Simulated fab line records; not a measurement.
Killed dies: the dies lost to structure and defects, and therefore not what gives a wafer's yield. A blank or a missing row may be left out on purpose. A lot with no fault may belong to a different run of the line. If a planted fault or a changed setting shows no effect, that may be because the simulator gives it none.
fab line records	flow nand_harc	part 1 of 2: steps 1 to 29 of 39
[record] lots = 5	wafers = 15	last_day = 33
route steps=1302 shown P_STI@92 P_GATE@110
lots that met no fault: from a run of the same line without faults
start_h: start of the lot's first displayed wafer, in hours after the record's first day	wait_h: time in hours since the lot's previous step	" as in the row above	L1.1+2: a single row standing in for several wafers	- no value, or no start was given	* or withheld: withheld	< > ~ a bound
route shown NAME@n: a module of which the file shows steps, and the number in the route of the first	usual: mean/standard deviation taken from wafers without a fault	same: alike in all rows	chamber/n: place in a boat	sites: per-site readings	_std_site: the standard deviation of these	_edge_site: mean of outer sites minus mean of inner sites	radius_mm: for every site, how far away it sits from the centre of the wafer	mask NAME#n: copy n	behind: the last tool/chamber to shape the wafer	hold: what put the lot on hold/how long, in hours/how the hold closed	device: the transistor (n, p or np) that didn't switch	end of line: tests of these same wafers at the route's end	a step with no rows: only its recipe	killed: at the first sort, the dies lost to defects and structure; wafer yield is something else	map: per-die view of a wafer (x killed, . not killed, _ where there is no die)
set.NAME: the run value of the setting; set.NAME@STEP: its run value at that earlier step	model.NAME: the simulator's own value behind a step, which no gauge read
lots at selected steps of the route; one table per step, one row per wafer
services: when a tool's chamber went out of use (start_h, in hours from the record's first day, below 0 if earlier), for how many hours, and the reason
[[steps]]
[step NHARC_P_STI_OCD_MEAS_17]
[usual] trench_depth_nm = 300/3.6	trench_foot_cd_nm = 159.3/2.2
lot.wafer	tool	chamber	start_h	wait_h	trench_depth_nm	trench_foot_cd_nm
L076.2	ocd-01	-	65.55	0.1	300	157.7
L076.3	"	-	"	"	299	158.2
L076.5	"	-	"	"	298	153.4
L080.4	ocd-02	-	105.16	0.1	297	162.2
L080.5	"	-	"	"	299	159.0
L080.6	"	-	"	"	297	161.2
L083.4	ocd-02	-	135.84	0.1	302	161.0
L083.5	"	-	"	"	300	160.0
L083.6	"	-	"	"	307	160.3
L092.1	ocd-01	-	223.27	0.1	310	156.5
L092.5	"	-	"	"	298	160.6
L092.6	"	-	"	"	310	156.0
L097.3	ocd-01	-	275.01	0.1	299	157.3
L097.4	"	-	"	"	297	162.1
L097.6	"	-	"	"	297	156.3
[step NHARC_P_STI_STRIP_19]
[recipe] time_s = 900	temp_c = 130	chemistry = SPM
lot.wafer	tool	chamber	start_h	wait_h
L076.2+3+5	wet_bench-03	6,1,2	65.61	0.1
L080.5+4+6	wet_bench-02	0,1,3	105.21	0.0
L083.5+6+4	wet_bench-06	0,3,4	135.90	0.1
L092.5+6+1	wet_bench-03	1,3,5	223.33	0.0
L097.4+3+6	wet_bench-06	0,1,4	275.07	0.1
[step NHARC_P_STI_PRECLEAN_32]
[recipe] time_s = *	temp_c = 50	bath_age_min = 0	chemistry = SC1
[usual] diw_flow_mL_min = 1415/4.1
[same] bath_age_min = 0
lot.wafer	tool	chamber	start_h	wait_h	diw_flow_mL_min
L076.2	wet_bench-03	6	-	-	1411
L076.3	"	1	"	"	1417
L076.5	"	2	"	"	1405
L080.5	wet_bench-02	0	-	-	1420
L080.4	"	1	"	"	1422
L080.6	"	3	"	"	1426
L083.5	wet_bench-06	0	-	-	1414
L083.6	"	3	"	"	1408
L083.4	"	4	"	"	1420
L092.5	wet_bench-03	1	-	-	1419
L092.6	"	3	"	"	1418
L092.1	"	5	"	"	1411
L097.4	wet_bench-06	0	-	-	1417
L097.3	"	1	"	"	1413
L097.6	"	4	"	"	1423
[step NHARC_P_STI_SRD_23]
lot.wafer	tool	chamber	start_h	wait_h
L076.2+3+5	wet_bench-03	6,1,2	-	-
L080.5+4+6	wet_bench-02	0,1,3	-	-
L083.5+6+4	wet_bench-06	0,3,4	-	-
L092.5+6+1	wet_bench-03	1,3,5	-	-
L097.4+3+6	wet_bench-06	0,1,4	-	-
[step NHARC_P_STI_OCD_MEAS_43]
[usual] trench_depth_nm = 300/3.6	trench_foot_cd_nm = 159.4/2.2
lot.wafer	tool	chamber	start_h	wait_h	trench_depth_nm	trench_foot_cd_nm
L076.2	ocd-01	-	66.05	-	299	157.3
L076.3	"	-	"	"	299	158.6
L076.5	"	-	"	"	298	154.0
L080.4	ocd-02	-	105.67	-	297	161.5
L080.5	"	-	"	"	299	159.2
L080.6	"	-	"	"	297	160.8
L083.4	ocd-01	-	136.35	-	302	161.6
L083.5	"	-	"	"	301	160.4
L083.6	"	-	"	"	307	160.8
L092.1	ocd-02	-	223.78	-	310	156.6
L092.5	"	-	"	"	297	161.2
L092.6	"	-	"	"	311	156.0
L097.3	ocd-02	-	275.52	-	299	157.8
L097.4	"	-	"	"	297	162.4
L097.6	"	-	"	"	296	156.2
[step NHARC_P_STI_OXIDE_33]
[recipe] target_thk_a = 100	temp_c = 1000	ox_time_s = 281	material = SiO2
[usual] ox_temp_c = 1000.0/0.44	tube_center_temp_C = 1000/0.091	zone_power_bottom_pct = 29.9/1
lot.wafer	tool	chamber	start_h	wait_h	ox_temp_c	tube_center_temp_C	zone_power_bottom_pct
L076.2	furnace-02	0	69.13	3.1	1000.6	1000.1	30.2
L076.3	"	0	"	"	999.5	999.85	30.1
L076.5	"	0	"	"	1000.5	1000.1	30.8
L080.4	furnace-03	0	108.86	3.2	999.9	999.99	29.9
L080.5	"	0	"	"	1000.6	999.93	29.9
L080.6	"	0	"	"	999.9	1000	30.6
L083.4	furnace-02	0	141.44	5.1	1000.1	1000	30.7
L083.5	"	0	"	"	1000.0	999.83	29.9
L083.6	"	0	"	"	1000.2	1000.1	30.5
L092.1	furnace-06	0	227.47	3.7	1000.0	999.92	27.9
L092.5	"	0	"	"	1000.2	1000	27.7
L092.6	"	0	"	"	999.7	999.91	27.9
L097.3	furnace-06	0	279.21	3.7	1000.4	1000.1	28.1
L097.4	"	0	"	"	1001.3	1000.1	27.9
L097.6	"	0	"	"	1000.2	1000.1	28.0
[step NHARC_P_STI_HDPCVD_20]
[recipe] target_thk_a = withheld	sigma_open_frac = withheld	material = SiO2
lot.wafer	tool	chamber	start_h	wait_h
L076.2+3+5	hdpcvd-01	1,0,0	73.85	0.4
L080.4+6+5	hdpcvd-01	1,1,0	113.71	0.5
L083.4+5+6	hdpcvd-01	1,0,1	146.43	0.6
L092.1+5+6	hdpcvd-01	1,0,1	232.29	0.5
L097.4+3+6	hdpcvd-01	0,1,1	284.08	0.5
[step NHARC_P_STI_ANNEAL_34]
[recipe] temp_c = 1000	time_s = 1800
[usual] tube_center_temp_C = 1000/0.093	zone_power_bottom_pct = 29.6/1.2
lot.wafer	tool	chamber	start_h	wait_h	tube_center_temp_C	zone_power_bottom_pct
L076.2	furnace-03	0	78.02	4.1	999.94	30.6
L076.3	"	0	"	"	1000.2	30.4
L076.5	"	0	"	"	999.74	29.7
L080.4	furnace-06	0	114.34	0.6	1000	28.0
L080.5	"	0	"	"	999.97	27.7
L080.6	"	0	"	"	1000.1	27.6
L083.4	furnace-02	0	150.28	3.8	999.86	30.3
L083.5	"	0	"	"	1000.1	30.6
L083.6	"	0	"	"	1000.1	30.7
L092.1	furnace-06	0	236.93	4.6	999.99	28.0
L092.5	"	0	"	"	999.99	27.9
L092.6	"	0	"	"	1000.1	27.4
L097.3	furnace-03	0	290.11	5.9	999.96	30.3
L097.4	"	0	"	"	999.93	30.5
L097.6	"	0	"	"	1000.1	30.7
[step NHARC_P_STI_CMP_21]
[recipe] t_overpolish_s = 20	target_thk_nm = 380.67
[usual] motor_current_A = 12.1/0.98	overpolish_run_s = 20.001/0.0084	slurry_flow_ml_min = 150.0/0.45
lot.wafer	tool	chamber	start_h	wait_h	motor_current_A	overpolish_run_s	slurry_flow_ml_min
L076.3	cmp-04	2	82.95	0.4	14.2	19.994	150.3
L076.2	"	0	"	"	11.7	20.001	150.1
L076.5	"	2	"	"	13.2	20.007	150.0
L080.4	cmp-02	0	119.35	0.4	12.5	20.000	149.8
L080.6	"	3	"	"	11.1	20.008	149.8
L080.5	"	0	"	"	11.8	19.995	150.2
L083.4	cmp-03	2	155.29	0.4	12.1	19.998	150.0
L083.6	"	3	"	"	11.5	19.997	149.2
L083.5	"	0	"	"	11.9	20.005	150.2
L092.1	cmp-02	3	241.94	0.4	11.1	20.013	150.9
L092.5	"	2	"	"	12.3	20.005	149.6
L092.6	"	3	"	"	11.4	19.999	150.3
L097.4	cmp-03	1	294.97	0.4	13.8	19.997	150.4
L097.3	"	2	"	"	11.9	19.998	150.0
L097.6	"	2	"	"	11.8	20.014	149.5
[step NHARC_P_STI_SRD_35]
lot.wafer	tool	chamber	start_h	wait_h
L076.5+2+3	wet_bench-02	6,7,0	83.24	0.0
L080.6+4+5	wet_bench-03	3,4,7	119.63	0.0
L083.4+5+6	wet_bench-02	5,6,7	155.52	0.0
L092.5+6+1	wet_bench-02	3,4,5	242.21	0.0
L097.6+3+4	wet_bench-02	5,7,1	295.27	0.0
[step NHARC_P_STI_ETCH_36]
[recipe] target_depth_a = 388	chemistry = dHF	material = SiO2
lot.wafer	tool	chamber	start_h	wait_h
L076.5+2+3	wet_bench-02	6,7,0	83.26	0.0
L080.6+4+5	wet_bench-03	3,4,7	119.65	0.0
L083.4+5+6	wet_bench-02	5,6,7	155.55	0.0
L092.5+6+1	wet_bench-02	3,4,5	242.24	0.0
L097.6+3+4	wet_bench-02	5,7,1	295.29	0.0
[step NHARC_P_STI_STRIP_24]
[recipe] temp_c = 160	chemistry = H3PO4	material = Si3N4
lot.wafer	tool	chamber	start_h	wait_h
L076.5+2+3	wet_bench-02	6,7,0	83.27	0.0
L080.6+4+5	wet_bench-03	3,4,7	119.67	0.0
L083.4+5+6	wet_bench-02	5,6,7	155.57	0.0
L092.5+6+1	wet_bench-02	3,4,5	242.25	0.0
L097.6+3+4	wet_bench-02	5,7,1	295.30	0.0
[step NHARC_P_STI_ETCH_37]
[recipe] target_depth_a = 110	chemistry = dHF	material = SiO2
lot.wafer	tool	chamber	start_h	wait_h
L076.5+2+3	wet_bench-02	6,7,0	-	-
L080.6+4+5	wet_bench-03	3,4,7	-	-
L083.4+5+6	wet_bench-02	5,6,7	-	-
L092.5+6+1	wet_bench-02	3,4,5	-	-
L097.6+3+4	wet_bench-02	5,7,1	-	-
[step NHARC_P_STI_PRECLEAN_38]
[recipe] time_s = *	temp_c = 50	bath_age_min = 0	chemistry = SC1
[usual] diw_flow_mL_min = 1415/4
[same] bath_age_min = 0
lot.wafer	tool	chamber	start_h	wait_h	diw_flow_mL_min
L076.5	wet_bench-02	6	-	-	1411
L076.2	"	7	"	"	1418
L076.3	"	0	"	"	1416
L080.6	wet_bench-03	3	-	-	1418
L080.4	"	4	"	"	1417
L080.5	"	7	"	"	1414
L083.4	wet_bench-02	5	-	-	1412
L083.5	"	6	"	"	1413
L083.6	"	7	"	"	1416
L092.5	wet_bench-02	3	-	-	1420
L092.6	"	4	"	"	1419
L092.1	"	5	"	"	1413
L097.6	wet_bench-02	5	-	-	1417
L097.3	"	7	"	"	1414
L097.4	"	1	"	"	1420
[step NHARC_P_STI_SRD_39]
lot.wafer	tool	chamber	start_h	wait_h
L076.5+2+3	wet_bench-02	6,7,0	-	-
L080.6+4+5	wet_bench-03	3,4,7	-	-
L083.4+5+6	wet_bench-02	5,6,7	-	-
L092.5+6+1	wet_bench-02	3,4,5	-	-
L097.6+3+4	wet_bench-02	5,7,1	-	-
[step NHARC_P_STI_OXIDE_40]
[recipe] target_thk_a = 100	temp_c = 900	ox_time_s = 1362	material = SiO2
[usual] ox_temp_c = 900.0/0.42	tube_center_temp_C = 899.98/0.081	zone_power_bottom_pct = 23.6/0.89
lot.wafer	tool	chamber	start_h	wait_h	ox_temp_c	tube_center_temp_C	zone_power_bottom_pct
L076.2	furnace-02	0	89.20	-	898.8	900	24.1
L076.3	"	0	"	"	899.4	899.88	23.8
L076.5	"	0	"	"	900.4	900.08	24.0
L080.4	furnace-02	0	127.43	-	900.3	899.91	24.4
L080.5	"	0	"	"	900.9	899.88	23.5
L080.6	"	0	"	"	900.6	899.88	23.9
L083.4	furnace-02	0	158.93	-	899.0	899.77	24.2
L083.5	"	0	"	"	900.4	900.04	23.8
L083.6	"	0	"	"	899.8	900.06	24.1
L092.1	furnace-06	0	246.32	-	899.5	900	22.5
L092.5	"	0	"	"	899.6	900.08	22.1
L092.6	"	0	"	"	900.5	899.97	21.9
L097.3	furnace-06	0	301.65	-	899.5	900.02	22.2
L097.4	"	0	"	"	899.5	900.1	22.2
L097.6	"	0	"	"	899.4	900.15	22.2
[step NHARC_P_STI_INSPECT_25]
[usual] raw_defect_count = 227/89
lot.wafer	tool	chamber	start_h	wait_h	raw_defect_count
L076.2	defect_inspect-02	-	93.25	0.4	356
L076.3	"	-	"	"	299
L076.5	"	-	"	"	289
L080.4	defect_inspect-02	-	131.53	0.4	275
L080.5	"	-	"	"	109
L080.6	"	-	"	"	128
L083.4	defect_inspect-01	-	162.95	0.4	255
L083.5	"	-	"	"	179
L083.6	"	-	"	"	279
L092.1	defect_inspect-02	-	250.37	0.4	156
L092.5	"	-	"	"	197
L092.6	"	-	"	"	248
L097.3	defect_inspect-02	-	305.68	0.4	260
L097.4	"	-	"	"	202
L097.6	"	-	"	"	185
[step NHARC_P_GATE_ETCH_69]
[recipe] target_depth_a = 140	chemistry = dHF	material = SiO2
lot.wafer	tool	chamber	start_h	wait_h
L076.5+3+2	wet_bench-01	3,4,5	93.31	0.1
L080.5+6+4	wet_bench-01	4,5,6	131.63	0.1
L083.4+6+5	wet_bench-01	0,1,2	163.00	0.0
L092.6+1+5	wet_bench-04	0,1,5	250.42	0.0
L097.3+6+4	wet_bench-04	1,5,6	305.73	0.0
[step NHARC_P_GATE_PRECLEAN_70]
[recipe] time_s = *	temp_c = 50	bath_age_min = 0	chemistry = SC1
[usual] diw_flow_mL_min = 1415/4
[same] bath_age_min = 0
lot.wafer	tool	chamber	start_h	wait_h	diw_flow_mL_min
L076.5	wet_bench-01	3	93.40	0.1	1410
L076.3	"	4	"	"	1415
L076.2	"	5	"	"	1422
L080.5	wet_bench-01	4	131.68	0.0	1419
L080.6	"	5	"	"	1418
L080.4	"	6	"	"	1424
L083.4	wet_bench-01	0	163.10	0.1	1419
L083.6	"	1	"	"	1417
L083.5	"	2	"	"	1413
L092.6	wet_bench-04	0	250.51	0.1	1416
L092.1	"	1	"	"	1416
L092.5	"	5	"	"	1417
L097.3	wet_bench-04	1	305.83	0.1	1418
L097.6	"	5	"	"	1414
L097.4	"	6	"	"	1412
[step NHARC_P_GATE_SRD_01]
lot.wafer	tool	chamber	start_h	wait_h
L076.5+3+2	wet_bench-01	3,4,5	-	-
L080.5+6+4	wet_bench-01	4,5,6	-	-
L083.4+6+5	wet_bench-01	0,1,2	-	-
L092.6+1+5	wet_bench-04	0,1,5	-	-
L097.3+6+4	wet_bench-04	1,5,6	-	-
[step NHARC_P_GATE_OXIDE_02]
[recipe] target_thk_a = 375	temp_c = 950	p_h2o_torr = 720	ox_time_s = 365	material = SiO2
[usual] ox_temp_c = 950.0/0.46	tube_center_temp_C = 950/0.08	zone_power_bottom_pct = 31/3.1
lot.wafer	tool	chamber	start_h	wait_h	ox_temp_c	tube_center_temp_C	zone_power_bottom_pct
L076.2	furnace-01	0	96.74	-	948.9	949.94	33
L076.3	"	0	"	"	949.3	950	32
L076.5	"	0	"	"	948.9	949.95	32
L080.4	furnace-01	0	135.02	-	949.1	950.01	32
L080.5	"	0	"	"	949.4	950.09	32
L080.6	"	0	"	"	949.8	950.01	33
L083.4	furnace-08	0	167.26	-	950.6	949.91	36
L083.5	"	0	"	"	950.1	950	35
L083.6	"	0	"	"	950.1	950.09	36
L092.1	furnace-01	0	253.86	-	950.4	949.99	32
L092.5	"	0	"	"	949.5	950.03	33
L092.6	"	0	"	"	950.1	950.02	32
L097.3	furnace-01	0	309.17	-	950.5	949.95	33
L097.4	"	0	"	"	950.1	949.98	33
L097.6	"	0	"	"	950.6	950	32
[step NHARC_P_GATE_DEHYDRATE_03]
[recipe] temp_c = 150	time_s = 120
[usual] chill_plate_temp_C = 23.00/0.098	exhaust_pa = 45.0/0.81
lot.wafer	tool	chamber	start_h	wait_h	chill_plate_temp_C	exhaust_pa
L076.2	litho_track-02	0	101.32	0.4	22.85	45.3
L076.3	"	0	"	"	23.04	45.4
L076.5	"	0	"	"	23.23	45.7
L080.4	litho_track-07	0	139.66	0.4	22.99	44.8
L080.5	"	0	"	"	23.03	46.4
L080.6	"	0	"	"	23.13	45.0
L083.4	litho_track-02	0	171.85	0.4	23.17	45.3
L083.5	"	0	"	"	23.13	45.5
L083.6	"	0	"	"	23.26	46.2
L092.1	litho_track-07	0	258.46	0.4	23.08	44.6
L092.5	"	0	"	"	23.04	43.8
L092.6	"	0	"	"	23.19	44.5
L097.3	litho_track-03	0	313.76	0.4	22.94	45.8
L097.4	"	0	"	"	23.05	45.8
L097.6	"	0	"	"	22.99	44.0
[step NHARC_P_GATE_HMDS_04]
[recipe] time_s = 30
[usual] chill_plate_temp_C = 22.99/0.12	exhaust_pa = 45.1/0.8
lot.wafer	tool	chamber	start_h	wait_h	chill_plate_temp_C	exhaust_pa
L076.2	litho_track-02	0	-	-	23.21	45.0
L076.3	"	0	"	"	23.05	45.1
L076.5	"	0	"	"	23.16	45.7
L080.4	litho_track-07	0	-	-	23.02	44.2
L080.5	"	0	"	"	22.93	42.9
L080.6	"	0	"	"	22.91	44.1
L083.4	litho_track-02	0	-	-	23.13	43.6
L083.5	"	0	"	"	23.18	45.2
L083.6	"	0	"	"	23.02	46.4
L092.1	litho_track-07	0	-	-	22.92	45.6
L092.5	"	0	"	"	22.69	45.8
L092.6	"	0	"	"	22.91	45.1
L097.3	litho_track-03	0	-	-	22.95	45.1
L097.4	"	0	"	"	22.91	46.3
L097.6	"	0	"	"	22.94	45.1
[step NHARC_P_GATE_COAT_05]
[recipe] spin_rpm = 4690
[usual] chill_plate_temp_C = 23.00/0.11	exhaust_pa = 44.8/0.89
lot.wafer	tool	chamber	start_h	wait_h	chill_plate_temp_C	exhaust_pa
L076.2	litho_track-02	0	-	-	23.06	44.6
L076.3	"	0	"	"	23.05	45.1
L076.5	"	0	"	"	23.08	44.3
L080.4	litho_track-07	0	-	-	22.85	44.3
L080.5	"	0	"	"	22.84	44.7
L080.6	"	0	"	"	23.06	44.2
L083.4	litho_track-02	0	-	-	22.97	42.1
L083.5	"	0	"	"	23.07	43.8
L083.6	"	0	"	"	23.20	43.6
L092.1	litho_track-07	0	-	-	23.04	46.3
L092.5	"	0	"	"	23.12	44.0
L092.6	"	0	"	"	23.18	44.5
L097.3	litho_track-03	0	-	-	23.08	45.3
L097.4	"	0	"	"	22.97	44.5
L097.6	"	0	"	"	23.09	44.7
[step NHARC_P_GATE_SOFTBAKE_06]
[recipe] temp_c = 122	time_s = 95
[usual] chill_plate_temp_C = 22.99/0.097	exhaust_pa = 44.9/0.8
lot.wafer	tool	chamber	start_h	wait_h	chill_plate_temp_C	exhaust_pa
L076.2	litho_track-02	0	-	-	22.99	44.7
L076.3	"	0	"	"	22.98	45.3
L076.5	"	0	"	"	22.93	45.9
L080.4	litho_track-07	0	-	-	22.96	44.2
L080.5	"	0	"	"	23.05	45.0
L080.6	"	0	"	"	23.03	45.1
L083.4	litho_track-02	0	-	-	23.06	44.9
L083.5	"	0	"	"	22.98	46.0
L083.6	"	0	"	"	22.97	46.4
L092.1	litho_track-07	0	-	-	23.07	45.2
L092.5	"	0	"	"	23.09	45.3
L092.6	"	0	"	"	22.97	45.6
L097.3	litho_track-03	0	-	-	23.02	44.2
L097.4	"	0	"	"	22.93	45.1
L097.6	"	0	"	"	22.89	45.5
[step NHARC_P_GATE_EBR_07]
[usual] chill_plate_temp_C = 23.01/0.098	exhaust_pa = 45.1/0.85
lot.wafer	tool	chamber	start_h	wait_h	chill_plate_temp_C	exhaust_pa
L076.2	litho_track-02	0	-	-	22.84	44.9
L076.3	"	0	"	"	23.06	45.7
L076.5	"	0	"	"	23.09	45.2
L080.4	litho_track-07	0	-	-	23.25	45.2
L080.5	"	0	"	"	22.92	45.2
L080.6	"	0	"	"	23.27	45.3
L083.4	litho_track-02	0	-	-	22.96	45.8
L083.5	"	0	"	"	23.04	45.5
L083.6	"	0	"	"	22.86	45.4
L092.1	litho_track-07	0	-	-	22.96	44.9
L092.5	"	0	"	"	22.91	45.8
L092.6	"	0	"	"	23.14	45.4
L097.3	litho_track-03	0	-	-	23.01	45.3
L097.4	"	0	"	"	22.93	45.2
L097.6	"	0	"	"	22.95	44.2
[step NHARC_P_GATE_EXPOSE_08]
[recipe] na = 0.6	dose_mj = 16.75	mask_id = P_HV
lot.wafer	tool	chamber	start_h	wait_h	mask
L076.2+3+5	krf_scanner-02	0	101.59	-	P_HV#0
L080.4+5+6	krf_scanner-01	0	144.02	-	P_HV#0
L083.4+5+6	krf_scanner-04	0	172.13	-	P_HV#0
L092.1+5+6	krf_scanner-04	0	258.73	-	P_HV#0
L097.3+4+6	krf_scanner-02	0	314.04	-	P_HV#0
[step NHARC_P_GATE_PEB_09]
[recipe] peb_temp_c = 118	peb_time_s = 85
[usual] chill_plate_temp_C = 23.01/0.096	exhaust_pa = 44.9/0.95
lot.wafer	tool	chamber	start_h	wait_h	chill_plate_temp_C	exhaust_pa
L076.2	litho_track-02	0	101.65	0.1	23.04	43.9
L076.3	"	0	"	"	22.95	42.9
L076.5	"	0	"	"	22.93	43.6
L080.4	litho_track-03	0	144.07	0.1	22.96	44.8
L080.5	"	0	"	"	22.90	45.9
L080.6	"	0	"	"	22.97	45.3
L083.4	litho_track-02	0	172.18	0.0	23.14	45.1
L083.5	"	0	"	"	22.96	45.0
L083.6	"	0	"	"	23.11	45.4
L092.1	litho_track-02	0	258.80	0.1	23.00	46.4
L092.5	"	0	"	"	23.07	46.4
L092.6	"	0	"	"	23.17	45.9
L097.3	litho_track-07	0	314.09	0.1	22.92	45.4
L097.4	"	0	"	"	23.05	45.3
L097.6	"	0	"	"	22.88	45.4
[step NHARC_P_GATE_DEVELOP_10]
[recipe] time_s = 70
[usual] chill_plate_temp_C = 23.02/0.11	exhaust_pa = 45.2/0.94
lot.wafer	tool	chamber	start_h	wait_h	chill_plate_temp_C	exhaust_pa
L076.2	litho_track-02	0	-	-	23.19	45.2
L076.3	"	0	"	"	23.24	45.0
L076.5	"	0	"	"	23.19	44.1
L080.4	litho_track-03	0	-	-	23.00	45.0
L080.5	"	0	"	"	22.77	43.7
L080.6	"	0	"	"	22.91	45.5
L083.4	litho_track-02	0	-	-	23.11	45.1
L083.5	"	0	"	"	22.87	44.2
L083.6	"	0	"	"	23.10	44.5
L092.1	litho_track-02	0	-	-	23.01	45.3
L092.5	"	0	"	"	23.09	45.3
L092.6	"	0	"	"	23.17	45.4
L097.3	litho_track-07	0	-	-	22.98	44.5
L097.4	"	0	"	"	22.90	45.2
L097.6	"	0	"	"	22.95	46.7
